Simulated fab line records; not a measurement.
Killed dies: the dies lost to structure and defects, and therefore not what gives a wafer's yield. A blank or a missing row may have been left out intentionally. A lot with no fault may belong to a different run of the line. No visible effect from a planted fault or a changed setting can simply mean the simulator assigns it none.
Split-lot study -- flow n5_finfet -- 39 wafers read across 7 lots, on a route 1938 steps long

ABOUT THE SPLIT
At N5_BEOL_M12_ETCH_68 (etches SOC in N2/H2, time 285 s), the setting target_depth_a was moved away from the recipe's 5700 angstrom on 12 of the 39 wafers read, by -48.7% to +37.3%. This setting was run at the recipe's value on the other wafers.

The reading is taken at the split's own step.

THE READING
SiARC_of_BEOL_M12_COAT_66.thk_nm (the simulator's own value, which no gauge read), in nm, at N5_BEOL_M12_ETCH_68 (etches SOC in N2/H2, time 285 s). There is no usual value for it anywhere in the file. The 27 wafers here that ran the recipe average 85.9 nm, standard deviation 0.68 nm.

wafer,"tool, chamber at the split","target_depth_a as run, angstrom",against the recipe,"SiARC_of_BEOL_M12_COAT_66.thk_nm, nm",against lot-mates on the recipe
L080.1,"rie_diel-05, 0",5700,recipe,85.6,-
L080.2,"rie_diel-05, 2",2922,-48.7%,96.8,+11.1
L080.3,"rie_diel-05, 1,3",2922,-48.7%,97.6,+11.9
L080.4,"rie_diel-05, 1,3",2922,-48.7%,97.6,+11.9
L080.5,"rie_diel-05, 3",5700,recipe,86.2,-
L080.6,"rie_diel-05, 2",5700,recipe,85.2,-
L079.1,"rie_diel-01, 2,3",5700,recipe,86,-
L079.2,"rie_diel-01, 2,3",5700,recipe,86,-
L079.3,"rie_diel-01, 1",3855,-32.4%,93.8,+7.6
L079.4,"rie_diel-01, 0",5700,recipe,86.6,-
L079.5,"rie_diel-01, 3,2",3855,-32.4%,93.6,+7.4
L079.6,"rie_diel-01, 3,2",3855,-32.4%,93.6,+7.4
L083.2,"rie_diel-01, 2",5700,recipe,86.2,-
L083.4,"rie_diel-01, 3",5700,recipe,86.4,-
L083.6,"rie_diel-01, 1",5700,recipe,86.6,-
L084.1,"rie_diel-01, 1",3416,-40.1%,96,+9.9
L084.2,"rie_diel-01, 2",5700,recipe,86,-
L084.3,"rie_diel-01, 3",5700,recipe,86.6,-
L084.4,"rie_diel-01, 2",5700,recipe,85.8,-
L084.5,"rie_diel-01, 1",3416,-40.1%,95.8,+9.7
L084.6,"rie_diel-01, 3",3416,-40.1%,96.2,+10.1
L091.1,"rie_diel-05, 0,3,0",5700,recipe,86.4,-
L091.4,"rie_diel-05, 0,3,0",5700,recipe,86.4,-
L091.5,"rie_diel-05, 0,3,0",5700,recipe,86.4,-
L091.2,"rie_diel-05, 3,1",5700,recipe,86.6,-
L091.6,"rie_diel-05, 3,1",5700,recipe,86.6,-
L091.3,"rie_diel-05, 1",5700,recipe,86.8,-
L092.1,"rie_diel-01, 1",5700,recipe,86.8,-
L092.2,"rie_diel-01, 2",5700,recipe,85.4,-
L092.3,"rie_diel-01, 3",5700,recipe,85.8,-
L092.4,"rie_diel-01, 0",5700,recipe,84.6,-
L092.5,"rie_diel-01, 0",5700,recipe,84.4,-
L092.6,"rie_diel-01, 1",5700,recipe,86,-
L097.1,"rie_diel-03, 1",7828,+37.3%,76,-9.1
L097.6,"rie_diel-03, 1",7828,+37.3%,76,-9.1
L097.2,"rie_diel-03, 0",7828,+37.3%,76.2,-8.9
L097.3,"rie_diel-03, 3",5700,recipe,85.6,-
L097.4,"rie_diel-03, 2",5700,recipe,84.8,-
L097.5,"rie_diel-03, 2",5700,recipe,84.8,-
Where a row lists several chambers, the file gives one row for several wafers and doesn't say which wafer went through which chamber.

THE FIT
A straight line over all 39 wafers: SiARC_of_BEOL_M12_COAT_66.thk_nm changes by -0.247 nm for each +1% of target_depth_a; r = -0.99; the points scatter about the line by 0.65 nm.
The same after taking each lot's own level away (the mean of its wafers on the recipe; 39 wafers): -0.24 nm for each +1%; r = -1.00; scatter 0.43 nm.
That fit puts the effect of the largest move of target_depth_a on the reading at 12 nm.
The lots' own levels span 85.07 to 86.53 nm, that is 2.2 times the standard deviation above.
The two slopes are in agreement: the lot-to-lot level therefore moves the slope only a little.
Check: for one of the wafers moved furthest among these (-48.7%), held out of the fit, the line's prediction against its lot-mates is +11.8 nm. Against them it came out at +11.1 nm.

THESE WAFERS: OTHER SPLITS
Note: prior to the reading, these wafers also went through further splits. Each is held against what the fit with the lots' levels taken away leaves over:
other split on the same wafers,wafers away from the commonest value,r with SiARC_of_BEOL_M12_COAT_66.thk_nm (lot level and that fit taken away)
N5_ZERO_LAYER_PECVD_02 time_s,15,-0.09
N5_MOL_CONTACT_COAG_ETCH_15 target_depth_a,9,+0.10
N5_BEOL_M6_TRENCH_ETCH_37 target_depth_a,15,-0.06
N5_BEOL_M9_CVD_78 target_thk_a,18,-0.17

FILE'S OWN FIT
SiARC_of_BEOL_M12_COAT_66.thk_nm changes by -0.24 nm for each +1% of target_depth_a, r = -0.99.
